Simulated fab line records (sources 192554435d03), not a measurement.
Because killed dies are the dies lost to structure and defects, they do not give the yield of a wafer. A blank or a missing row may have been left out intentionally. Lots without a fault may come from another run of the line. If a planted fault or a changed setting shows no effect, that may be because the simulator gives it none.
fab line records | flow n5_finfet | part 2 of 2: steps 5 to 6 of 6
record lots=23 | wafers=69 | last_day=18
route steps=1938 shown MOL_CONTACT_COAG@537
lots that met no fault: from a run of the same line without faults
start_h: the number of hours between the record's first day and the start of the first shown wafer of the lot | wait_h: time in hours since the lot's previous step | " same as the row above | L1.1+2: a row that stands for several wafers | - value missing, or start not given | * or withheld: withheld | < > ~ a bound
route shown NAME@n: a module of which the file shows steps, and the number in the route of the first | usual: average and standard deviation across the fault-free wafers | same: alike in all rows | chamber/n: place in a boat | sites: the reading at each site | _std_site: their standard deviation | _edge_site: mean of outer sites minus mean of inner sites | radius_mm: for every site, how far away it sits from the centre of the wafer | mask NAME#n: copy n | behind: the tool/chamber that last shaped the wafer | hold: cause of the lot's hold/its duration in hours/its outcome | device: which transistor (n, p or np) failed to switch | end of line: tests of these same wafers at the route's end | for a step that has no rows: nothing shown but its recipe | killed: the dies lost at the first sort to structure and to defects; this is not the yield of the wafer | map: dies across one wafer; x = killed, . = not, _ = none there
set.NAME: the setting as run; set.NAME@STEP: as run at that earlier step | model.NAME: the simulator's own value behind a step, which no gauge read
one table for each step of the route and one row for each wafer, over a sample of lots
services: a tool's chamber out of use, with start hour (start_h, from the record's first day; less than 0 if before it), hours out, and reason
## steps
# step N5_MOL_CONTACT_COAG_ETCHBACK_135
# recipe chemistry=CHF3 | target=SiO2 | target_depth_a=250 | time_s=16.7 | ion_energy_ev=200 | pressure_mtorr=30 | source_w=610 | bias_w=170 | Ar_flow_sccm=200 | CHF3_flow_sccm=50
# usual drypump_motor_current_A=5.9/0.47 | oes_f_703_au=0.79/0.084 | oes_product_au=0.79/0.081 | rf_vpp_V=527/11 | showerhead_plenum_p_Torr=2.45/0.064 | throttle_valve_pct=18.64/0.29
lot.wafer | tool        | chamber | start_h | wait_h | drypump_motor_current_A | oes_f_703_au | oes_product_au | rf_hours_counter_h | rf_vpp_V | showerhead_plenum_p_Torr | throttle_valve_pct
L074.2    | rie_diel-06 | 2       | 99.43   | 0.0    | 5.9                     | 0.67         | 0.67           | 234                | 522      | 2.36                     | 18.77
L074.4    | "           | 1       | "       | "      | 6.5                     | 0.92         | 0.90           | 20                 | 516      | 2.53                     | 18.54
L074.5    | "           | 0       | "       | "      | 6.4                     | 0.73         | 0.74           | -                  | 555      | 2.48                     | 19.00
L075.1    | rie_diel-06 | 1       | 102.68  | 0.0    | 6.5                     | 0.91         | 0.91           | 21                 | 514      | 2.53                     | 18.55
L075.4    | "           | 2       | "       | "      | 5.9                     | 0.67         | 0.68           | 235                | 522      | 2.36                     | 18.78
L075.6    | "           | 3       | "       | "      | 5.0                     | 0.75         | 0.76           | -                  | 530      | 2.47                     | 18.56
L076.2    | rie_diel-06 | 0       | 106.33  | 0.0    | 6.4                     | 0.72         | 0.74           | 175                | 555      | 2.48                     | 18.98
L076.5    | "           | 2       | "       | "      | 5.9                     | 0.67         | 0.67           | -                  | 522      | 2.36                     | 18.78
L076.6    | "           | 1       | "       | "      | 6.5                     | 0.91         | 0.90           | -                  | 515      | 2.53                     | 18.56
L077.1    | rie_diel-05 | 0       | 116.66  | 0.0    | 6.2                     | 0.95         | 0.94           | 9                  | 520      | 2.51                     | 18.24
L077.4    | "           | 1       | "       | "      | 5.8                     | 0.77         | 0.78           | 126                | 528      | 2.50                     | 19.21
L077.6    | "           | 0       | "       | "      | 6.2                     | 0.94         | 0.94           | -                  | 519      | 2.51                     | 18.26
L078.1    | rie_diel-05 | 1       | 117.55  | 0.0    | 5.8                     | 0.77         | 0.77           | 127                | 527      | 2.50                     | 19.21
L078.3    | "           | 3       | "       | "      | 5.8                     | 0.74         | 0.73           | 197                | 524      | 2.45                     | 18.32
L078.6    | "           | 0       | "       | "      | 6.3                     | 0.94         | 0.93           | -                  | 521      | 2.51                     | 18.27
L079.1    | rie_diel-04 | 2       | 129.02  | 0.0    | 6.3                     | 0.84         | 0.84           | 71                 | 524      | 2.52                     | 18.74
L079.2    | "           | 0       | "       | "      | 5.0                     | 0.92         | 0.90           | 34                 | 523      | 2.34                     | 18.95
L079.3    | "           | 3       | "       | "      | 6.3                     | 0.86         | 0.86           | 60                 | 527      | 2.40                     | 18.32
L080.3    | rie_diel-05 | 3       | 137.74  | 0.0    | 5.9                     | 0.73         | 0.71           | 204                | 522      | 2.44                     | 18.34
L080.4    | "           | 1       | "       | "      | 5.8                     | 0.75         | 0.77           | -                  | 527      | 2.50                     | 19.23
L080.5    | "           | 3       | "       | "      | 5.9                     | 0.74         | 0.71           | -                  | 523      | 2.44                     | 18.32
L081.1    | rie_diel-05 | 1       | 145.69  | 0.0    | 5.8                     | 0.75         | 0.75           | 137                | 528      | 2.50                     | 19.24
L081.5    | "           | 3       | "       | "      | 5.9                     | 0.74         | 0.71           | -                  | 524      | 2.44                     | 18.37
L081.6    | "           | 0       | "       | "      | 6.2                     | 0.91         | 0.90           | -                  | 520      | 2.51                     | 18.26
L082.1    | rie_diel-05 | 3       | 155.63  | 0.0    | 5.8                     | 0.73         | 0.72           | 211                | 523      | 2.44                     | 18.33
L082.5    | "           | 3       | "       | "      | 5.8                     | 0.73         | 0.72           | -                  | 522      | 2.44                     | 18.34
L082.6    | "           | 2       | "       | "      | 5.4                     | 0.84         | 0.86           | -                  | 532      | 2.31                     | 18.36
L083.2    | rie_diel-06 | 3       | 161.95  | 0.0    | 5.0                     | 0.74         | 0.75           | 169                | 529      | 2.46                     | 18.60
L083.3    | "           | 0       | "       | "      | 6.4                     | 0.70         | 0.73           | 197                | 554      | 2.47                     | 19.02
L083.4    | "           | 1       | "       | "      | 6.5                     | 0.88         | 0.87           | -                  | 515      | 2.52                     | 18.60
L085.1    | rie_diel-04 | 0       | 162.59  | 0.0    | 5.0                     | 0.91         | 0.87           | 46                 | 524      | 2.33                     | 18.97
L085.3    | "           | 1       | "       | "      | 5.8                     | 0.68         | 0.68           | 223                | 517      | 2.45                     | 18.58
L085.4    | "           | 3       | "       | "      | 6.3                     | 0.85         | 0.85           | 71                 | 526      | 2.40                     | 18.34
L084.1    | rie_diel-04 | 3       | 165.68  | 0.0    | 6.3                     | 0.84         | 0.84           | 72                 | 526      | 2.40                     | 18.34
L084.2    | "           | 2       | "       | "      | 6.2                     | 0.82         | 0.82           | 83                 | 524      | 2.51                     | 18.75
L084.3    | "           | 1       | "       | "      | 5.8                     | 0.69         | 0.68           | 225                | 520      | 2.45                     | 18.56
L086.1    | rie_diel-04 | 0       | 174.94  | 0.0    | 5.0                     | 0.89         | 0.87           | 48                 | 522      | 2.33                     | 18.98
L086.3    | "           | 3       | "       | "      | 6.3                     | 0.84         | 0.84           | 74                 | 524      | 2.40                     | 18.34
L086.5    | "           | 1       | "       | "      | 5.8                     | 0.68         | 0.67           | -                  | 519      | 2.45                     | 18.59
L088.1    | rie_diel-06 | 1       | 186.03  | 0.0    | 6.5                     | 0.86         | 0.86           | 51                 | 514      | 2.52                     | 18.58
L088.2    | "           | 0       | "       | "      | 6.3                     | 0.70         | 0.72           | 204                | 555      | 2.47                     | 19.04
L088.5    | "           | 0       | "       | "      | 6.3                     | 0.70         | 0.72           | -                  | 554      | 2.47                     | 19.02
L089.1    | rie_diel-04 | 0       | 196.48  | 0.0    | 5.0                     | 0.88         | 0.88           | 57                 | 522      | 2.33                     | 19.00
L089.4    | "           | 1       | "       | "      | 5.8                     | 0.68         | 0.67           | 235                | 520      | 2.45                     | 18.62
L089.6    | "           | 2       | "       | "      | 6.2                     | 0.81         | 0.81           | -                  | 524      | 2.51                     | 18.77
L090.1    | rie_diel-06 | 3       | 205.85  | 0.0    | 5.1                     | 0.73         | 0.74           | 183                | 530      | 2.46                     | 18.62
L090.2    | "           | 2       | "       | "      | 5.9                     | 0.94         | 0.94           | 9                  | 523      | 2.35                     | 18.42
L090.3    | "           | 1       | "       | "      | 6.5                     | 0.85         | 0.86           | 56                 | 515      | 2.51                     | 18.61
L091.1    | rie_diel-04 | 2       | 210.50  | 0.0    | 6.3                     | 0.80         | 0.80           | 100                | 525      | 2.50                     | 18.80
L091.3    | "           | 0       | "       | "      | 4.9                     | 0.89         | 0.86           | 59                 | 523      | 2.33                     | 19.00
L091.6    | "           | 3       | "       | "      | 6.3                     | 0.82         | 0.82           | -                  | 524      | 2.39                     | 18.36
L092.1    | rie_diel-05 | 0       | 221.05  | 0.0    | 6.2                     | 0.87         | 0.86           | 45                 | 518      | 2.50                     | 18.31
L092.4    | "           | 1       | "       | "      | 5.8                     | 0.74         | 0.75           | 162                | 527      | 2.49                     | 19.29
L092.6    | "           | 0       | "       | "      | 6.2                     | 0.87         | 0.86           | -                  | 517      | 2.50                     | 18.30
L094.1    | rie_diel-06 | 1       | 221.63  | 0.0    | 6.5                     | 0.84         | 0.85           | 61                 | 516      | 2.51                     | 18.62
L094.2    | "           | 0       | "       | "      | 6.3                     | 0.69         | 0.72           | 214                | 554      | 2.46                     | 19.05
L094.5    | "           | 3       | "       | "      | 5.0                     | 0.73         | 0.73           | -                  | 529      | 2.45                     | 18.62
L093.3    | rie_diel-05 | 3       | 223.53  | 0.0    | 5.8                     | 0.72         | 0.70           | 232                | 524      | 2.43                     | 18.39
L093.4    | "           | 2       | "       | "      | 5.4                     | 0.82         | 0.83           | 89                 | 533      | 2.30                     | 18.40
L093.5    | "           | 1       | "       | "      | 5.8                     | 0.73         | 0.75           | -                  | 529      | 2.49                     | 19.29
L095.1    | rie_diel-06 | 2       | 229.25  | 0.0    | 5.9                     | 0.90         | 0.92           | 16                 | 522      | 2.35                     | 18.44
L095.2    | "           | 0       | "       | "      | 6.3                     | 0.69         | 0.71           | 217                | 554      | 2.46                     | 19.04
L095.5    | "           | 1       | "       | "      | 6.5                     | 0.85         | 0.83           | -                  | 514      | 2.51                     | 18.61
L096.1    | rie_diel-06 | 2       | 233.05  | 0.0    | 5.9                     | 0.90         | 0.92           | 18                 | 523      | 2.34                     | 18.43
L096.2    | "           | 1       | "       | "      | 6.5                     | 0.84         | 0.84           | 66                 | 516      | 2.51                     | 18.64
L096.6    | "           | 1       | "       | "      | 6.5                     | 0.84         | 0.84           | -                  | 516      | 2.51                     | 18.62
L097.1    | rie_diel-06 | 2       | 243.42  | 0.0    | 5.9                     | 0.89         | 0.92           | 21                 | 522      | 2.34                     | 18.45
L097.3    | "           | 1       | "       | "      | 6.5                     | 0.84         | 0.83           | 69                 | 515      | 2.51                     | 18.62
L097.5    | "           | 0       | "       | "      | 6.3                     | 0.68         | 0.70           | -                  | 555      | 2.46                     | 19.06
# step N5_MOL_CONTACT_COAG_ETCH_47
# recipe chemistry=CH3F/O2 | target=SiNx | target_depth_a=270 | mask_material=SiO2 | stop_on=W | over_etch_frac=0.2 | ion_energy_ev=120 | endpoint=OES-CN | pressure_mtorr=30 | source_w=395 | bias_w=73 | Ar_flow_sccm=150 | CH3F_flow_sccm=30 | O2_flow_sccm=20 | ends=end_point
# usual drypump_motor_current_A=5.9/0.47 | etch_rf_on_time_s=31.1/0.68 | oes_f_703_au=0.80/0.086 | oes_product_au=0.71/0.07 | rf_vpp_V=299/6.1 | showerhead_plenum_p_Torr=2.06/0.056 | throttle_valve_pct=16.27/0.28
lot.wafer | tool        | chamber | start_h | wait_h | drypump_motor_current_A | etch_rf_on_time_s | oes_f_703_au | oes_product_au | rf_hours_counter_h | rf_vpp_V | showerhead_plenum_p_Torr | throttle_valve_pct
L074.2    | rie_diel-06 | 2       | 99.57   | 0.0    | 5.9                     | 31.3              | 0.67         | 0.60           | 234                | 295      | 1.98                     | 16.41
L074.4    | "           | 1       | "       | "      | 6.5                     | 29.9              | 0.92         | 0.81           | 20                 | 293      | 2.13                     | 16.14
L074.5    | "           | 0       | "       | "      | 6.4                     | 31.2              | 0.72         | 0.67           | -                  | 313      | 2.09                     | 16.61
L075.1    | rie_diel-06 | 1       | 102.82  | 0.0    | 6.5                     | 29.7              | 0.91         | 0.81           | 21                 | 292      | 2.13                     | 16.14
L075.4    | "           | 2       | "       | "      | 5.9                     | 31.2              | 0.67         | 0.60           | 235                | 299      | 1.98                     | 16.43
L075.6    | "           | 3       | "       | "      | 5.1                     | 31.3              | 0.75         | 0.68           | -                  | 301      | 2.07                     | 16.17
L076.2    | rie_diel-06 | 0       | 106.47  | 0.0    | 6.4                     | 31.8              | 0.72         | 0.67           | 175                | 314      | 2.09                     | 16.62
L076.5    | "           | 2       | "       | "      | 5.9                     | 31.3              | 0.67         | 0.61           | -                  | 295      | 1.98                     | 16.43
L076.6    | "           | 1       | "       | "      | 6.5                     | 30.4              | 0.92         | 0.79           | -                  | 294      | 2.13                     | 16.13
L077.1    | rie_diel-05 | 0       | 116.80  | 0.0    | 6.2                     | 31.3              | 0.94         | 0.84           | 9                  | 295      | 2.12                     | 15.85
L077.4    | "           | 1       | "       | "      | 5.8                     | 30.5              | 0.76         | 0.69           | 127                | 300      | 2.11                     | 16.82
L077.6    | "           | 0       | "       | "      | 6.2                     | 31.0              | 0.94         | 0.84           | -                  | 295      | 2.12                     | 15.87
L078.1    | rie_diel-05 | 1       | 117.69  | 0.0    | 5.8                     | 30.8              | 0.77         | 0.68           | 127                | 299      | 2.11                     | 16.82
L078.3    | "           | 3       | "       | "      | 5.8                     | 31.8              | 0.75         | 0.64           | 197                | 298      | 2.06                     | 16.03
L078.6    | "           | 0       | "       | "      | 6.2                     | 31.5              | 0.94         | 0.83           | -                  | 295      | 2.12                     | 15.88
L079.1    | rie_diel-04 | 2       | 129.16  | 0.0    | 6.3                     | 30.6              | 0.84         | 0.74           | 72                 | 296      | 2.12                     | 16.37
L079.2    | "           | 0       | "       | "      | 5.0                     | 31.5              | 0.92         | 0.78           | 34                 | 297      | 1.96                     | 16.50
L079.3    | "           | 3       | "       | "      | 6.3                     | 30.3              | 0.85         | 0.76           | 60                 | 299      | 2.03                     | 15.98
L080.3    | rie_diel-05 | 3       | 137.88  | 0.0    | 5.8                     | 31.7              | 0.74         | 0.64           | 204                | 296      | 2.06                     | 16.04
L080.4    | "           | 1       | "       | "      | 5.8                     | 30.5              | 0.76         | 0.68           | -                  | 299      | 2.11                     | 16.83
L080.5    | "           | 3       | "       | "      | 5.8                     | 31.9              | 0.74         | 0.64           | -                  | 298      | 2.06                     | 16.04
L081.1    | rie_diel-05 | 1       | 145.83  | 0.0    | 5.8                     | 30.8              | 0.76         | 0.69           | 137                | 301      | 2.10                     | 16.82
L081.5    | "           | 3       | "       | "      | 5.8                     | 32.0              | 0.74         | 0.64           | -                  | 298      | 2.06                     | 16.04
L081.6    | "           | 0       | "       | "      | 6.2                     | 31.2              | 0.92         | 0.80           | -                  | 295      | 2.11                     | 15.89
L082.1    | rie_diel-05 | 3       | 155.77  | 0.0    | 5.8                     | 31.7              | 0.73         | 0.65           | 211                | 298      | 2.06                     | 16.06
L082.5    | "           | 3       | "       | "      | 5.9                     | 31.9              | 0.74         | 0.64           | -                  | 296      | 2.06                     | 16.05
L082.6    | "           | 2       | "       | "      | 5.4                     | 30.6              | 0.84         | 0.77           | -                  | 303      | 1.94                     | 16.01
L083.2    | rie_diel-06 | 3       | 162.09  | 0.0    | 5.0                     | 31.6              | 0.74         | 0.67           | 169                | 300      | 2.07                     | 16.22
L083.3    | "           | 0       | "       | "      | 6.4                     | 31.1              | 0.70         | 0.65           | 197                | 314      | 2.08                     | 16.66
L083.4    | "           | 1       | "       | "      | 6.4                     | 30.1              | 0.88         | 0.77           | -                  | 293      | 2.12                     | 16.17
L085.1    | rie_diel-04 | 0       | 162.73  | 0.0    | 5.0                     | 31.5              | 0.91         | 0.78           | 46                 | 297      | 1.96                     | 16.52
L085.3    | "           | 1       | "       | "      | 5.8                     | 32.4              | 0.69         | 0.61           | 223                | 296      | 2.06                     | 16.25
L085.4    | "           | 3       | "       | "      | 6.3                     | 30.8              | 0.84         | 0.75           | 71                 | 297      | 2.02                     | 15.98
L084.1    | rie_diel-04 | 3       | 165.82  | 0.0    | 6.3                     | 30.9              | 0.84         | 0.74           | 72                 | 300      | 2.02                     | 16.00
L084.2    | "           | 2       | "       | "      | 6.3                     | 30.4              | 0.82         | 0.73           | 83                 | 296      | 2.12                     | 16.39
L084.3    | "           | 1       | "       | "      | 5.8                     | 32.2              | 0.68         | 0.61           | 225                | 294      | 2.06                     | 16.25
L086.1    | rie_diel-04 | 0       | 175.08  | 0.0    | 5.0                     | 31.3              | 0.91         | 0.78           | 49                 | 298      | 1.96                     | 16.51
L086.3    | "           | 3       | "       | "      | 6.3                     | 30.6              | 0.84         | 0.75           | 74                 | 299      | 2.02                     | 16.00
L086.5    | "           | 1       | "       | "      | 5.8                     | 32.4              | 0.68         | 0.61           | -                  | 294      | 2.06                     | 16.25
L088.1    | rie_diel-06 | 1       | 186.17  | 0.0    | 6.5                     | 29.8              | 0.87         | 0.75           | 51                 | 292      | 2.12                     | 16.19
L088.2    | "           | 0       | "       | "      | 6.4                     | 31.6              | 0.69         | 0.64           | 204                | 315      | 2.08                     | 16.68
L088.5    | "           | 0       | "       | "      | 6.4                     | 31.5              | 0.69         | 0.64           | -                  | 314      | 2.08                     | 16.67
L089.1    | rie_diel-04 | 0       | 196.62  | 0.0    | 5.0                     | 30.9              | 0.88         | 0.77           | 57                 | 298      | 1.95                     | 16.56
L089.4    | "           | 1       | "       | "      | 5.8                     | 32.3              | 0.67         | 0.60           | 235                | 295      | 2.06                     | 16.26
L089.6    | "           | 2       | "       | "      | 6.3                     | 31.3              | 0.82         | 0.72           | -                  | 296      | 2.11                     | 16.40
L090.1    | rie_diel-06 | 3       | 205.99  | 0.0    | 5.0                     | 31.1              | 0.73         | 0.67           | 183                | 300      | 2.06                     | 16.25
L090.2    | "           | 2       | "       | "      | 5.9                     | 31.1              | 0.94         | 0.85           | 9                  | 298      | 1.97                     | 16.02
L090.3    | "           | 1       | "       | "      | 6.5                     | 29.7              | 0.85         | 0.75           | 56                 | 294      | 2.12                     | 16.20
L091.1    | rie_diel-04 | 2       | 210.64  | 0.0    | 6.3                     | 31.2              | 0.81         | 0.71           | 101                | 297      | 2.11                     | 16.42
L091.3    | "           | 0       | "       | "      | 5.0                     | 31.5              | 0.89         | 0.76           | 59                 | 296      | 1.95                     | 16.54
L091.6    | "           | 3       | "       | "      | 6.3                     | 31.4              | 0.83         | 0.72           | -                  | 298      | 2.02                     | 16.05
L092.1    | rie_diel-05 | 0       | 221.19  | 0.0    | 6.2                     | 31.9              | 0.87         | 0.75           | 45                 | 295      | 2.10                     | 15.93
L092.4    | "           | 1       | "       | "      | 5.8                     | 30.4              | 0.74         | 0.67           | 162                | 300      | 2.10                     | 16.89
L092.6    | "           | 0       | "       | "      | 6.2                     | 31.7              | 0.87         | 0.76           | -                  | 294      | 2.10                     | 15.92
L094.1    | rie_diel-06 | 1       | 221.76  | 0.0    | 6.5                     | 29.4              | 0.85         | 0.76           | 61                 | 292      | 2.11                     | 16.21
L094.2    | "           | 0       | "       | "      | 6.4                     | 31.3              | 0.68         | 0.64           | 214                | 315      | 2.07                     | 16.70
L094.5    | "           | 3       | "       | "      | 5.0                     | 31.0              | 0.72         | 0.66           | -                  | 300      | 2.06                     | 16.24
L093.3    | rie_diel-05 | 3       | 223.67  | 0.0    | 5.8                     | 31.8              | 0.71         | 0.62           | 232                | 298      | 2.05                     | 16.09
L093.4    | "           | 2       | "       | "      | 5.4                     | 30.5              | 0.82         | 0.73           | 89                 | 301      | 1.94                     | 16.05
L093.5    | "           | 1       | "       | "      | 5.8                     | 30.5              | 0.74         | 0.66           | -                  | 300      | 2.10                     | 16.88
L095.1    | rie_diel-06 | 2       | 229.39  | 0.0    | 5.9                     | 31.4              | 0.91         | 0.83           | 16                 | 296      | 1.97                     | 16.01
L095.2    | "           | 0       | "       | "      | 6.3                     | 31.9              | 0.68         | 0.64           | 217                | 314      | 2.07                     | 16.70
L095.5    | "           | 1       | "       | "      | 6.5                     | 30.1              | 0.85         | 0.74           | -                  | 293      | 2.11                     | 16.22
L096.1    | rie_diel-06 | 2       | 233.19  | 0.0    | 5.9                     | 31.6              | 0.91         | 0.82           | 18                 | 296      | 1.97                     | 16.02
L096.2    | "           | 1       | "       | "      | 6.5                     | 30.6              | 0.85         | 0.74           | 66                 | 291      | 2.11                     | 16.23
L096.6    | "           | 1       | "       | "      | 6.5                     | 30.0              | 0.85         | 0.74           | -                  | 292      | 2.11                     | 16.22
L097.1    | rie_diel-06 | 2       | 243.56  | 0.0    | 5.9                     | 31.2              | 0.90         | 0.82           | 21                 | 297      | 1.97                     | 16.02
L097.3    | "           | 1       | "       | "      | 6.5                     | 30.3              | 0.85         | 0.75           | 69                 | 292      | 2.11                     | 16.23
L097.5    | "           | 0       | "       | "      | 6.3                     | 31.9              | 0.68         | 0.62           | -                  | 314      | 2.07                     | 16.71
## services
tool           | chamber | start_h | hours | kind
rie_diel-04    | 1       | 65.80   | 6.9   | repair
rie_diel-05    | 0       | 73.10   | -     | clean
cmp-03         | -       | 76.25   | 1.8   | repair
cmp-02         | -       | 79.05   | 0.7   | repair
pvd_sputter-02 | -       | 88.04   | 2.6   | repair
pvd_sputter-03 | -       | 88.86   | 1.8   | repair
cmp-02         | -       | 96.29   | 1.2   | repair
cmp-04         | -       | 97.14   | 1.4   | repair
pvd_sputter-02 | -       | 108.32  | 7.1   | repair
rie_diel-05    | 2       | 133.03  | 8.9   | repair
pvd_sputter-02 | -       | 134.32  | 7.9   | repair
rie_diel-04    | -       | 137.93  | 0.3   | repair
cmp-04         | -       | 143.74  | 5.2   | repair
rie_diel-06    | 2       | 146.63  | -     | clean
rie_diel-06    | 2       | 146.63  | 18.4  | scheduled_down
rie_diel-06    | 2       | 146.63  | 18.4  | vent_cycle
cmp-03         | -       | 148.19  | 4.0   | pm
pvd_sputter-02 | -       | 157.03  | 4.8   | repair
rie_diel-06    | -       | 176.36  | 0.6   | repair
cmp-03         | -       | 209.40  | 4.8   | pm
cmp-04         | -       | 214.94  | 4.2   | pm
pvd_sputter-03 | -       | 216.20  | 4.0   | repair
cmp-04         | -       | 223.44  | 4.0   | pm
cmp-02         | -       | 236.62  | 6.2   | pm
